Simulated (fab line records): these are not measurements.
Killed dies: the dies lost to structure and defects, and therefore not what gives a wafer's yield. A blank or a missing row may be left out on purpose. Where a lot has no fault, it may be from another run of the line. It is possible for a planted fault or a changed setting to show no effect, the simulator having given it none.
Which of the tools did it? || flow nand harc || 12 lots, 36 wafers sampled, at 6 steps of a route of 1159

== WHAT THE GAUGES SHOWED, per wafer ==
NHARC_P_M0_THK_MEAS_24: measures by xrf.
{"lot": "L743", "measured": "day 6 08:11", "on": "film metro-02", "thk nm (nm)": "115.4 116.3 115.8"}
{"lot": "L745", "measured": "day 6 18:00", "on": "film metro-02", "thk nm (nm)": "117.2 116.6 117.0"}
{"lot": "L744", "measured": "day 6 18:28", "on": "film metro-02", "thk nm (nm)": "118.8 117.4 116.4"}
{"lot": "L749", "measured": "day 7 13:50", "on": "film metro-02", "thk nm (nm)": "119.6 117.2 115.4"}
{"lot": "L755", "measured": "day 9 05:16", "on": "film metro-01", "thk nm (nm)": "118.3 118.7 118.1"}
{"lot": "L754", "measured": "day 9 05:36", "on": "film metro-01", "thk nm (nm)": "116.5 118.0 119.3"}
{"lot": "L757", "measured": "day 10 04:08", "on": "film metro-02", "thk nm (nm)": "116.5 117.1 116.0"}
{"lot": "L758", "measured": "day 10 04:46", "on": "film metro-01", "thk nm (nm)": "118.4 118.4 116.6"}
{"lot": "L760", "measured": "day 10 12:56", "on": "film metro-02", "thk nm (nm)": "118.2 117.8 119.2"}
{"lot": "L762", "measured": "day 10 20:10", "on": "film metro-02", "thk nm (nm)": "114.1 115.8 117.8"}
{"lot": "L763", "measured": "day 11 01:25", "on": "film metro-01", "thk nm (nm)": "119.5 117.3 118.5"}
{"lot": "L764", "measured": "day 11 11:21", "on": "film metro-01", "thk nm (nm)": "118.9 119.6 119.2"}

NHARC_P_M2_CD_MEAS_09: the cd target is 170 nm.
{"lot": "L743", "measured": "day 6 13:56", "on": "cd sem-01", "cd nm (nm)": "169.9 169.8 169.6"}
{"lot": "L745", "measured": "day 7 00:34", "on": "cd sem-01", "cd nm (nm)": "170.8 170.7 170.6"}
{"lot": "L744", "measured": "day 7 00:44", "on": "cd sem-02", "cd nm (nm)": "170.8 170.7 171.2"}
{"lot": "L749", "measured": "day 7 19:38", "on": "cd sem-03", "cd nm (nm)": "170.4 170.1 170.4"}
{"lot": "L755", "measured": "day 9 11:15", "on": "cd sem-03", "cd nm (nm)": "184.9 185.2 184.6 184.7 184.6 184.5"}
{"lot": "L754", "measured": "day 9 11:34", "on": "cd sem-02", "cd nm (nm)": "185.0 184.8 184.6 184.8 185.0 184.9"}
{"lot": "L757", "measured": "day 10 10:35", "on": "cd sem-03", "cd nm (nm)": "170.3 170.0 170.3"}
{"lot": "L758", "measured": "day 10 11:37", "on": "cd sem-01", "cd nm (nm)": "169.9 169.9 170.6"}
{"lot": "L760", "measured": "day 10 19:13", "on": "cd sem-02", "cd nm (nm)": "170.3 169.5 169.7"}
{"lot": "L762", "measured": "day 11 02:28", "on": "cd sem-02", "cd nm (nm)": "170.3 170.0 169.8"}
{"lot": "L763", "measured": "day 11 07:07", "on": "cd sem-01", "cd nm (nm)": "169.9 170.2 170.0"}
{"lot": "L764", "measured": "day 11 17:15", "on": "cd sem-02", "cd nm (nm)": "170.5 169.8 170.7"}

NHARC_END_SORT_01.
{"lot": "L755", "measured": "day 24 18:10", "on": "prober-02", "defect limited yield (%)": "93.4 93.5 95.9", "killed at array": "43 41 28", "killed at other": "1 0 0", "killed at periphery": "1 3 0", "killed dies": "45 44 28", "killed open": "0 4 2", "killed short": "2 4 2", "sort_bin_2_pct (%)": "2.1 2.4 1.3", "sort_bin_3_pct (%)": "0.59 0.15 0.44", "sort_bin_4_pct (%)": "4.0 4.0 2.4", "sort n pass": "632 633 649", "sort rim yield pct (%)": "95 96 92", "sort yield pct (%)": "93.4 93.5 95.9"}

== WHICH TOOL RAN EACH LOT (tool, then ch and the chambers of the sampled wafers, then the start) ==
{"lot": "L743", "NHARC_P_M1_ANNEAL_31": "rtp anneal-01 ch 0, day 6 11:51", "NHARC_P_M1_PRE_CLEAN_32": "pecvd-03 ch 0,1,2, day 6 12:38", "NHARC_P_M2_PEB_07": "litho track-04 ch 0, day 6 13:52"}
{"lot": "L745", "NHARC_P_M1_ANNEAL_31": "rtp anneal-01 ch 0, day 6 21:28", "NHARC_P_M1_PRE_CLEAN_32": "pecvd-03 ch 0,1,2, day 6 22:21", "NHARC_P_M2_PEB_07": "litho track-06 ch 0, day 7 00:29"}
{"lot": "L744", "NHARC_P_M1_ANNEAL_31": "rtp anneal-01 ch 0, day 6 22:28", "NHARC_P_M1_PRE_CLEAN_32": "pecvd-03 ch 0,2, day 6 23:24", "NHARC_P_M2_PEB_07": "litho track-06 ch 0, day 7 00:40"}
{"lot": "L749", "NHARC_P_M1_ANNEAL_31": "rtp anneal-01 ch 0, day 7 17:32", "NHARC_P_M1_PRE_CLEAN_32": "pecvd-04 ch 0,1,2, day 7 18:19", "NHARC_P_M2_PEB_07": "litho track-01 ch 0, day 7 19:33"}
{"lot": "L755", "NHARC_P_M1_ANNEAL_31": "rtp anneal-01 ch 0, day 9 09:01", "NHARC_P_M1_PRE_CLEAN_32": "pecvd-02 ch 0,1,2, day 9 09:57", "NHARC_P_M2_PEB_07": "litho track-06 ch 0, day 9 11:10"}
{"lot": "L754", "NHARC_P_M1_ANNEAL_31": "rtp anneal-02 ch 0, day 9 09:17", "NHARC_P_M1_PRE_CLEAN_32": "pecvd-02 ch 0,1,2, day 9 10:15", "NHARC_P_M2_PEB_07": "litho track-06 ch 0, day 9 11:29"}
{"lot": "L757", "NHARC_P_M1_ANNEAL_31": "rtp anneal-02 ch 0, day 10 08:17", "NHARC_P_M1_PRE_CLEAN_32": "pecvd-04 ch 0,1,2, day 10 09:15", "NHARC_P_M2_PEB_07": "litho track-04 ch 0, day 10 10:31"}
{"lot": "L758", "NHARC_P_M1_ANNEAL_31": "rtp anneal-01 ch 0, day 10 09:10", "NHARC_P_M1_PRE_CLEAN_32": "pecvd-03 ch 0,1, day 10 09:59", "NHARC_P_M2_PEB_07": "litho track-04 ch 0, day 10 11:31"}
{"lot": "L760", "NHARC_P_M1_ANNEAL_31": "rtp anneal-01 ch 0, day 10 16:35", "NHARC_P_M1_PRE_CLEAN_32": "pecvd-02 ch 0,2, day 10 17:44", "NHARC_P_M2_PEB_07": "litho track-01 ch 0, day 10 19:08"}
{"lot": "L762", "NHARC_P_M1_ANNEAL_31": "rtp anneal-01 ch 0, day 10 23:54", "NHARC_P_M1_PRE_CLEAN_32": "pecvd-02 ch 0,1,2, day 11 01:01", "NHARC_P_M2_PEB_07": "litho track-01 ch 0, day 11 02:23"}
{"lot": "L763", "NHARC_P_M1_ANNEAL_31": "rtp anneal-01 ch 0, day 11 04:58", "NHARC_P_M1_PRE_CLEAN_32": "pecvd-04 ch 0,2, day 11 05:49", "NHARC_P_M2_PEB_07": "litho track-04 ch 0, day 11 07:02"}
{"lot": "L764", "NHARC_P_M1_ANNEAL_31": "rtp anneal-01 ch 0, day 11 15:11", "NHARC_P_M1_PRE_CLEAN_32": "pecvd-02 ch 0,1,2, day 11 16:02", "NHARC_P_M2_PEB_07": "litho track-04 ch 0, day 11 17:10"}
- NHARC_P_M1_ANNEAL_31: time 90 s.
- NHARC_P_M1_PRE_CLEAN_32: time 12 s.
- NHARC_P_M2_PEB_07: peb time 65 s.

== WHAT THE TOOLS THEMSELVES READ (means of the sampled wafers that have a number; where no wafer has one, the mark that the record gives instead) ==
NHARC_P_M1_ANNEAL_31.
{"lot": "L743", "tool": "rtp anneal-01", "wafer_temp_C_max": 226.3}
{"lot": "L745", "tool": "rtp anneal-01", "wafer_temp_C_max": 226.5}
{"lot": "L744", "tool": "rtp anneal-01", "wafer_temp_C_max": 226.2}
{"lot": "L749", "tool": "rtp anneal-01", "wafer_temp_C_max": 226.0}
{"lot": "L755", "tool": "rtp anneal-01", "wafer_temp_C_max": 225.9}
{"lot": "L754", "tool": "rtp anneal-02", "wafer_temp_C_max": 227.1}
{"lot": "L757", "tool": "rtp anneal-02", "wafer_temp_C_max": 226.7}
{"lot": "L758", "tool": "rtp anneal-01", "wafer_temp_C_max": 226.2}
{"lot": "L760", "tool": "rtp anneal-01", "wafer_temp_C_max": 226.1}
{"lot": "L762", "tool": "rtp anneal-01", "wafer_temp_C_max": 226.1}
{"lot": "L763", "tool": "rtp anneal-01", "wafer_temp_C_max": 226.1}
{"lot": "L764", "tool": "rtp anneal-01", "wafer_temp_C_max": 225.8}

NHARC_P_M1_PRE_CLEAN_32.
{"lot": "L743", "tool": "pecvd-03", "heater power w (W)": 644, "susceptor temp C (C)": 369.73}
{"lot": "L745", "tool": "pecvd-03", "heater power w (W)": 588, "susceptor temp C (C)": 370.01}
{"lot": "L744", "tool": "pecvd-03", "heater power w (W)": 657, "susceptor temp C (C)": 369.96}
{"lot": "L749", "tool": "pecvd-04", "heater power w (W)": 694, "susceptor temp C (C)": 370.00}
{"lot": "L755", "tool": "pecvd-02", "heater power w (W)": 673, "susceptor temp C (C)": 370.16}
{"lot": "L754", "tool": "pecvd-02", "heater power w (W)": 683, "susceptor temp C (C)": 369.84}
{"lot": "L757", "tool": "pecvd-04", "heater power w (W)": 688, "susceptor temp C (C)": 370.09}
{"lot": "L758", "tool": "pecvd-03", "heater power w (W)": 586, "susceptor temp C (C)": 369.98}
{"lot": "L760", "tool": "pecvd-02", "heater power w (W)": 641, "susceptor temp C (C)": 370.13}
{"lot": "L762", "tool": "pecvd-02", "heater power w (W)": 667, "susceptor temp C (C)": 370.06}
{"lot": "L763", "tool": "pecvd-04", "heater power w (W)": 692, "susceptor temp C (C)": 369.94}
{"lot": "L764", "tool": "pecvd-02", "heater power w (W)": 638, "susceptor temp C (C)": 369.93}

NHARC_P_M2_PEB_07.
{"lot": "L743", "tool": "litho track-04", "heater power total W (W)": 156.5, "plate temp C (C)": 100.10}
{"lot": "L745", "tool": "litho track-06", "heater power total W (W)": 157.0, "plate temp C (C)": 99.92}
{"lot": "L744", "tool": "litho track-06", "heater power total W (W)": 156.5, "plate temp C (C)": 100.06}
{"lot": "L749", "tool": "litho track-01", "heater power total W (W)": 156.5, "plate temp C (C)": 99.91}
{"lot": "L755", "tool": "litho track-06", "heater power total W (W)": 166.7, "plate temp C (C)": 104.53}
{"lot": "L754", "tool": "litho track-06", "heater power total W (W)": 166.5, "plate temp C (C)": 104.61}
{"lot": "L757", "tool": "litho track-04", "heater power total W (W)": 156.7, "plate temp C (C)": 99.95}
{"lot": "L758", "tool": "litho track-04", "heater power total W (W)": 156.7, "plate temp C (C)": 100.08}
{"lot": "L760", "tool": "litho track-01", "heater power total W (W)": 157.0, "plate temp C (C)": 100.07}
{"lot": "L762", "tool": "litho track-01", "heater power total W (W)": 156.7, "plate temp C (C)": 100.08}
{"lot": "L763", "tool": "litho track-04", "heater power total W (W)": 156.7, "plate temp C (C)": 100.10}
{"lot": "L764", "tool": "litho track-04", "heater power total W (W)": 156.8, "plate temp C (C)": 100.11}

== THE ANSWER, worked out from the rows above alone ==
Rule: the lots themselves supply what counts as usual. Put in order of their means at a reading, lots are off if they are a third of the lots or fewer, leave a main group of 4 or more, and stand apart from it by a gap of 3 or more times the standard deviation of the main group's means; of several such gaps the widest counts. If all means in a main group match to the digits the tables above print for the reading, that group is not used. Also off: a lot with no number at a reading for which 4 or more lots have one. The other lots that the step has rows for count as sound. After the gauges, taken in route order, come the tools' own readings; for these a lot's mean is taken, as printed above. The first step at which some lot is off is used, and at that step the reading that is off furthest; a lot without a number counts as furthest.
Off, at NHARC_P_M2_CD_MEAS_09 on cd nm: L755, L754. The main group has a mean of 170.2 nm with a standard deviation of 0.34.
If a tool, at a process step before that reading, ran all the lots that are off and no sound lot after the first of them, it fits. The gauges at NHARC_P_M2_CD_MEAS_09 aren't tried: what is off there is off at NHARC_P_M2_PEB_07 too, on other tools, and a gauge's error can't cause that. One candidate fits, namely litho track-06 at NHARC_P_M2_PEB_07. Its last sound lot is L744 (day 7 00:40), its first lot that is off L755 (day 9 11:10): a fault that began between those two fits.
The tool's own readings at NHARC_P_M2_PEB_07 bear it out: on the lots that are off they differ by more than 5 times the standard deviation of the sound lots' means. heater power total W reads 166.6 W there against 156.7 W on the sound lots; plate temp C reads 104.57 C there against 100.04 C on the sound lots.

== WHAT THE SIMULATOR PUT IN ==
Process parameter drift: litho track-06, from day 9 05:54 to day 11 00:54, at NHARC_P_M2_PEB_07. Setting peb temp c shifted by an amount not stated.
Lots struck among those shown: L755, L754. The rule given above showed the same thing.
